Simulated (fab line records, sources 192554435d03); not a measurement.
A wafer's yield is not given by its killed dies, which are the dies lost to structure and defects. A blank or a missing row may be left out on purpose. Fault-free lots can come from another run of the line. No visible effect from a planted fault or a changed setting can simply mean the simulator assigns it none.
Matching of chambers	flow n5 finfet	N5_SDB_STRIP_21 on rie diel-06 has 4 sister chambers
The step strips in CF4. 24 wafers are shown with their chamber, then 11 later ones without.

WAFERS, EACH WITH ITS CHAMBER
wafer	chamber	drypump motor current A (A)	showerhead plenum p Torr (Torr)	throttle valve pct (%)
L075.2	0	5.8	1.86	13.59
L075.3	1	5.4	1.79	13.79
L075.4	3	5.2	1.73	13.36
L076.1	2	6.3	1.71	13.88
L076.2	1	5.4	1.79	13.82
L076.5	3	5.2	1.73	13.37
L078.2	3	5.2	1.73	13.37
L078.3	1	5.4	1.79	13.83
L078.6	1	5.4	1.79	13.83
L081.1	0	5.8	1.86	13.63
L081.3	1	5.4	1.78	13.83
L081.6	3	5.2	1.73	13.39
L082.2	3	5.2	1.73	13.39
L082.3	2	6.2	1.71	13.92
L082.5	0	5.8	1.86	13.63
L084.2	2	6.2	1.71	13.93
L084.3	1	5.4	1.78	13.87
L084.6	2	6.2	1.71	13.91
L087.3	0	5.8	1.85	13.67
L087.4	1	5.4	1.78	13.88
L087.5	0	5.8	1.85	13.67
L090.3	2	6.3	1.71	13.94
L090.4	1	5.4	1.78	13.87
L090.5	3	5.2	1.72	13.40

SIGNATURES (averages over the wafers above)
reading	chamber 0	chamber 1	chamber 2	chamber 3	scatter within a chamber
drypump motor current A	5.800	5.400	6.240	5.200	0.0245
showerhead plenum p Torr	1.8560	1.7850	1.7100	1.7283	0.00449
throttle valve pct	13.6380	13.8400	13.9160	13.3800	0.0268
Rule: for a wafer and a chamber, the distance is found by dividing, reading by reading, the gap between the wafer's reading and the chamber's mean by the reading's scatter, squaring, summing and taking the root. If the next closest chamber is less than 2 further off than the closest, the wafer can't be placed; otherwise it belongs to the closest. The scatter: the root of (the sum of the squares of (reading less its chamber's mean) over the shown wafers, divided by (wafers less chambers)).

WAFERS WITH NO CHAMBER GIVEN
wafer	drypump motor current A (A)	showerhead plenum p Torr (Torr)	throttle valve pct (%)
L092.1	5.2	1.72	13.43
L092.2	5.4	1.78	13.89
L092.5	5.4	1.78	13.90
L093.1	5.8	1.85	13.70
L093.2	5.4	1.78	13.90
L093.5	5.8	1.85	13.70
L094.1	5.4	1.78	13.89
L094.2	5.2	1.72	13.45
L094.4	5.8	1.85	13.70
L097.1	5.5	1.77	13.95
L097.4	5.2	1.72	13.46

CHAMBER TAKEN BY EACH
wafer	from the rows above	in truth
L092.1	3	3
L092.2	1	1
L092.5	1	1
L093.1	0	0
L093.2	1	1
L093.5	0	0
L094.1	1	1
L094.2	3	3
L094.4	0	0
L097.1	1	1
L097.4	3	3
Correct placement for 11 of the 11. Number that these rows cannot place: 0. 0 placed wrongly.
